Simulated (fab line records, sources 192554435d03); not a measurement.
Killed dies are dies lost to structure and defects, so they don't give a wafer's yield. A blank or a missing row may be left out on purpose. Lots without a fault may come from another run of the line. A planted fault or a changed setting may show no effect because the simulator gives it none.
Chamber matching | flow n5_finfet | N5_FIN_CUT_CUT_ETCH_15 on rie_si-03: 4 sister chambers
The step etches Si in HBr/Cl2/O2, target depth 100 nm, bt time 10 s, time 42.4 s. 16 wafers are shown with their chamber, then 8 later ones without.

WAFERS WITH THEIR CHAMBER
wafer  | chamber | drypump_motor_current_A (A) | throttle_valve_pct (%) | oes_product_au (a.u.)
L077.2 | 2       | 6.2                         | 36.9                   | 1.001
L077.3 | 1       | 6.2                         | 37.2                   | 0.990
L077.4 | 3       | 6.0                         | 37.1                   | 0.991
L078.1 | 0       | 5.6                         | 37.4                   | 0.982
L078.3 | 2       | 6.2                         | 36.9                   | 1.003
L078.6 | 3       | 6.0                         | 37.1                   | 0.990
L079.2 | 1       | 6.3                         | 37.2                   | 0.994
L079.3 | 3       | 6.0                         | 37.2                   | 0.986
L079.5 | 2       | 6.2                         | 36.9                   | 1.000
L082.1 | 1       | 6.2                         | 37.2                   | 0.998
L082.3 | 0       | 5.6                         | 37.4                   | 0.982
L082.6 | 3       | 6.0                         | 37.1                   | 0.993
L085.3 | 3       | 6.0                         | 37.1                   | 0.994
L085.5 | 2       | 6.2                         | 37.0                   | 1.000
L085.6 | 3       | 6.0                         | 37.1                   | 0.994
L087.1 | 1       | 6.3                         | 37.2                   | 0.997

SIGNATURES (means of the wafers above)
reading                 | chamber 0 | chamber 1 | chamber 2 | chamber 3 | scatter within a chamber
drypump_motor_current_A | 5.600     | 6.250     | 6.200     | 6.000     | 0.0289
throttle_valve_pct      | 37.400    | 37.200    | 36.925    | 37.117    | 0.0363
oes_product_au          | 0.98200   | 0.99475   | 1.00100   | 0.99133   | 0.00277
Rule: a wafer's distance from a chamber is the root of the sum, over the readings, of the square of ((its reading less the chamber's mean) divided by the reading's scatter). The wafer belongs to the nearest chamber; if the next one is less than 2 further off, it can't be placed. The scatter: the root of (the sum of the squares of (reading less its chamber's mean) over the shown wafers, divided by (wafers less chambers)).

WAFERS WITHOUT THEIR CHAMBER
wafer  | drypump_motor_current_A (A) | throttle_valve_pct (%) | oes_product_au (a.u.)
L087.4 | 5.6                         | 37.4                   | 0.981
L087.5 | 5.6                         | 37.4                   | 0.982
L089.2 | 6.0                         | 37.1                   | 0.992
L089.3 | 6.2                         | 37.0                   | 0.998
L089.5 | 6.0                         | 37.2                   | 0.996
L095.2 | 6.0                         | 37.1                   | 0.988
L095.4 | 5.6                         | 37.4                   | 0.991
L095.5 | 6.0                         | 37.2                   | 0.991

WHICH CHAMBER EACH WENT THROUGH
wafer  | from the rows above | in truth
L087.4 | 0                   | 0
L087.5 | 0                   | 0
L089.2 | 3                   | 3
L089.3 | 2                   | 2
L089.5 | 3                   | 3
L095.2 | 3                   | 3
L095.4 | 0                   | 0
L095.5 | 3                   | 3
Placed correctly: 8 of 8. Can't be placed from these rows: 0. Placed wrongly: 0.
